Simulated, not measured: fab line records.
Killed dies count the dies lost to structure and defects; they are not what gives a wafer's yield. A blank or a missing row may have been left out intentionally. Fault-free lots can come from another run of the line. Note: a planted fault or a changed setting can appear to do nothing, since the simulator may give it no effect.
Which tool did it?	flow nand harc	13 lots with 39 wafers sampled at 5 steps, on a route of 1302 steps

WHAT THE GAUGES SHOWED, per wafer
NHARC_A_M1_INSPECT_27. Usual: raw defect count reads 529 (standard deviation 120).
lot	measured	on	raw defect count	flag
L361	day 23 13:10	defect inspect-02	398 673 667	
L359	day 23 15:32	defect inspect-01	317 428 493	
L363	day 24 17:20	defect inspect-02	505 640 678	
L364	day 24 21:20	defect inspect-02	385 403 520	
L367	day 25 11:22	defect inspect-01	620 525 495	
L365	day 25 14:30	defect inspect-02	369 427 462	
L374	day 29 04:52	defect inspect-01	581 614 658	
L373	day 29 12:26	defect inspect-01	436 279 412	
L376	day 31 04:18	defect inspect-01	470 543 604	
L379	day 31 14:46	defect inspect-02	677 494 565	
L380	day 31 20:39	defect inspect-02	867 455 424	
L381	day 31 21:02	defect inspect-01	576 503 416	
L382	day 32 10:01	defect inspect-01	501 471 411	

NHARC_END_SORT_01. Usual: defect limited yield 90 %, standard deviation 3.4; killed at array 61, standard deviation 24; killed at other 1.2, standard deviation 1.3; killed at periphery 3.7, standard deviation 2.6; killed dies 66, standard deviation 23; killed open 3.3, standard deviation 1.8; killed short 2.4, standard deviation 1.6.
lot	measured	on	defect limited yield (%)	killed at array	killed at other	killed at periphery	killed dies	killed open	killed short	flag
L361	day 25 07:01	prober-01	93 92 92	39 46 48	0 1 0	11 8 6	50 55 54	3 3 4	3 4 4	
L359	day 25 13:59	prober-01	97 96 95	16 22 24	0 1 4	1 4 3	17 27 31	2 4 3	1 4 3	
L363	day 26 02:43	prober-01	87 86 86	81 91 90	2 3 2	4 1 3	87 95 95	4 2 2	3 3 2	
L364	day 26 08:52	prober-01	94 95 1	34 31 663	2 1 2	3 5 2	39 37 667	5 4 2	5 2 1	OFF
L365	day 26 21:58	prober-02	91 0 1	56 672 662	0 1 2	4 1 4	60 674 668	4 3 1	5 0 0	OFF
L374	day 30 13:35	prober-02	88 87 87	75 82 83	2 0 0	4 4 3	81 86 86	4 4 3	3 5 2	
L373	day 30 20:33	prober-01	90 92 93	57 47 44	3 1 3	6 5 2	66 53 49	1 3 3	2 1 2	
L376	day 32 17:28	prober-01	92 91 90	48 56 61	1 0 0	4 3 5	53 59 66	5 4 4	1 5 1	
L379	day 33 04:23	prober-02	87 88 87	88 80 83	0 2 2	3 2 3	91 84 88	3 4 1	1 0 2	
L380	day 33 18:29	prober-01	92 90 90	51 60 67	0 0 0	5 6 3	56 66 70	2 1 5	4 3 4	
L381	day 33 13:04	prober-02	94 95 95	35 25 30	2 2 1	7 6 3	44 33 34	5 6 3	3 2 3	
L382	day 33 20:02	prober-02	95 96 95	23 23 25	3 2 3	5 2 3	31 27 31	2 7 2	2 0 3	

WHICH TOOL RAN EACH LOT (tool, then ch and the chambers of the sampled wafers, then the start)
lot	NHARC_A_BONDPAD_ETCH_12	NHARC_A_BONDPAD_STRIP_15	NHARC_A_BONDPAD_ANNEAL_28
L361	rie diel-13 ch 1,2,3, day 23 15:30	rie diel-13 ch 2,3, day 23 15:42	rtp anneal-02 ch 0, day 23 17:04
L359	rie diel-13 ch 0,3, day 23 17:43	rie diel-13 ch 0,1,2, day 23 17:57	rtp anneal-02 ch 0, day 23 19:14
L363	rie diel-13 ch 1,2,3, day 24 19:31	rie diel-13 ch 1,2,3, day 24 19:44	rtp anneal-01 ch 0, day 24 21:07
L364	rie diel-13 ch 0,2,3, day 24 23:38	rie diel-13 ch 0,1,3, day 24 23:52	rtp anneal-01 ch 0, day 25 01:08
L367	rie diel-13 ch 0,2,3, day 25 13:40	rie diel-13 ch 0,2,3, day 25 13:54	rtp anneal-01 ch 0, day 25 15:09
L365	rie diel-13 ch 0,3, day 25 16:49	rie diel-13 ch 2,3, day 25 17:03	rtp anneal-02 ch 0, day 25 18:19
L374	rie diel-13 ch 1,2,3, day 29 07:16	rie diel-13 ch 0,3, day 29 07:29	rtp anneal-01 ch 0, day 29 08:46
L373	rie diel-13 ch 0,3, day 29 14:50	rie diel-13 ch 0,1,3, day 29 15:04	rtp anneal-01 ch 0, day 29 16:22
L376	rie diel-13 ch 0,2,3, day 31 06:30	rie diel-13 ch 0,1,3, day 31 06:43	rtp anneal-02 ch 0, day 31 08:00
L379	rie diel-13 ch 0,1,2, day 31 17:05	rie diel-13 ch 0,1,3, day 31 17:18	rtp anneal-02 ch 0, day 31 18:35
L380	rie diel-04 ch 0,3, day 31 23:06	rie diel-04 ch 1,2,3, day 31 23:22	rtp anneal-01 ch 0, day 32 00:43
L381	rie diel-13 ch 1,2,3, day 31 23:20	rie diel-13 ch 1,2,3, day 31 23:33	rtp anneal-01 ch 0, day 32 00:58
L382	rie diel-13 ch 0,2, day 32 12:12	rie diel-13 ch 0,2, day 32 12:25	rtp anneal-02 ch 0, day 32 13:41
- NHARC_A_BONDPAD_ETCH_12: etches the open film in CHF3/O2, target depth 220 nm, time 110 s.
- NHARC_A_BONDPAD_STRIP_15: strips in O2.
- NHARC_A_BONDPAD_ANNEAL_28: time 90 s.

AS READ BY THE TOOLS THEMSELVES (means over the sampled wafers that have a number; for cases with no such wafer, the mark the record gives instead)
NHARC_A_BONDPAD_ETCH_12. Usual: drypump motor current A 5.9 A, standard deviation 0.59; oes product au 0.953 a.u., standard deviation 0.027; rf vpp V 368.8 V, standard deviation 1.9; run length s 131.3 s, standard deviation 0.43; showerhead plenum p Torr 2.32 Torr, standard deviation 0.081; throttle valve pct 20.573 %, standard deviation 0.0099.
lot	tool	drypump motor current A (A)	oes product au (a.u.)	rf vpp V (V)	run length s (s)	showerhead plenum p Torr (Torr)	throttle valve pct (%)	flag
L361	rie diel-13	5.9	0.980	367.8	131.0	2.30	20.570	
L359	rie diel-13	6.1	0.956	367.8	131.4	2.27	20.566	
L363	rie diel-13	5.9	0.956	368.6	131.1	2.30	20.568	
L364	rie diel-13	6.3	0.955	368.9	126.5	2.32	20.577	OFF
L367	rie diel-13	6.2	0.913	367.7	126.4	2.32	20.569	OFF
L365	rie diel-13	6.1	0.951	368.6	122.3	2.30	20.580	OFF
L374	rie diel-13	5.9	0.959	367.5	131.1	2.30	20.576	
L373	rie diel-13	6.0	0.965	367.8	131.3	2.27	20.563	
L376	rie diel-13	6.3	0.964	368.9	131.2	2.32	20.581	
L379	rie diel-13	5.9	0.965	368.0	131.2	2.32	20.577	
L380	rie diel-04	5.2	0.921	367.6	131.4	2.28	20.571	
L381	rie diel-13	5.9	0.976	368.0	131.1	2.30	20.564	
L382	rie diel-13	6.2	0.936	369.3	131.3	2.34	20.586	

NHARC_A_BONDPAD_STRIP_15. Usual: drypump motor current A 5.9 A, standard deviation 0.59; oes product au 0.998 a.u., standard deviation 0.015; rf vpp V 57.5 V, standard deviation 0.9; showerhead plenum p Torr 3.44 Torr, standard deviation 0.14; throttle valve pct 17.036 %, standard deviation 0.0098.
lot	tool	drypump motor current A (A)	oes product au (a.u.)	rf vpp V (V)	showerhead plenum p Torr (Torr)	throttle valve pct (%)	flag
L361	rie diel-13	6.3	1.005	56.8	3.38	17.033	
L359	rie diel-13	5.9	1.003	57.6	3.41	17.039	
L363	rie diel-13	6.0	0.999	57.4	3.38	17.037	
L364	rie diel-13	5.7	0.980	58.6	3.34	17.046	
L367	rie diel-13	6.3	0.977	57.9	3.41	17.039	
L365	rie diel-13	6.6	0.994	57.3	3.45	17.035	
L374	rie diel-13	6.0	0.992	58.5	3.34	17.039	
L373	rie diel-13	5.7	0.996	57.4	3.34	17.040	
L376	rie diel-13	5.8	0.998	57.6	3.34	17.030	
L379	rie diel-13	5.7	0.993	57.6	3.34	17.036	
L380	rie diel-04	5.6	1.002	58.6	3.56	17.037	
L381	rie diel-13	5.9	1.005	57.1	3.38	17.043	
L382	rie diel-13	6.5	0.996	57.7	3.48	17.041	

NHARC_A_BONDPAD_ANNEAL_28. Usual: wafer_temp_C_max reads 226.30 (standard deviation 0.28).
lot	tool	wafer_temp_C_max	flag
L361	rtp anneal-02	226.40	
L359	rtp anneal-02	226.41	
L363	rtp anneal-01	226.24	
L364	rtp anneal-01	226.12	
L367	rtp anneal-01	226.07	
L365	rtp anneal-02	226.33	
L374	rtp anneal-01	225.97	
L373	rtp anneal-01	226.31	
L376	rtp anneal-02	226.42	
L379	rtp anneal-02	226.35	
L380	rtp anneal-01	226.26	
L381	rtp anneal-01	226.25	
L382	rtp anneal-02	226.40	

THE ANSWER, worked out from the rows above alone
Rule: lot off if the mean of its wafers having a number is beyond 3 standard deviations from the usual mean. Also off: a lot with no number at a reading for which 4 or more lots have one. Where the step has rows for the other lots, those lots are counted as sound. After the gauges, taken in route order, come the tools' own readings; for these a lot's mean is taken, as printed above. The first step at which some lot is off is used, and at that step the reading that is off furthest; a lot without a number counts as furthest.
Off, at NHARC_END_SORT_01 on defect limited yield: L364, L365. Neither off nor sound, because the step has no rows for them: L367.
A tool fits if, at a process step before that reading, it ran every lot that is off, and no sound lot after the first of them. The gauges at NHARC_END_SORT_01 aren't tried: what is off there is off at NHARC_A_BONDPAD_ETCH_12 too, on other tools, and a gauge's error can't cause that. Not one of the candidates tried fits.

WHAT HAD BEEN PUT IN BY THE SIMULATOR
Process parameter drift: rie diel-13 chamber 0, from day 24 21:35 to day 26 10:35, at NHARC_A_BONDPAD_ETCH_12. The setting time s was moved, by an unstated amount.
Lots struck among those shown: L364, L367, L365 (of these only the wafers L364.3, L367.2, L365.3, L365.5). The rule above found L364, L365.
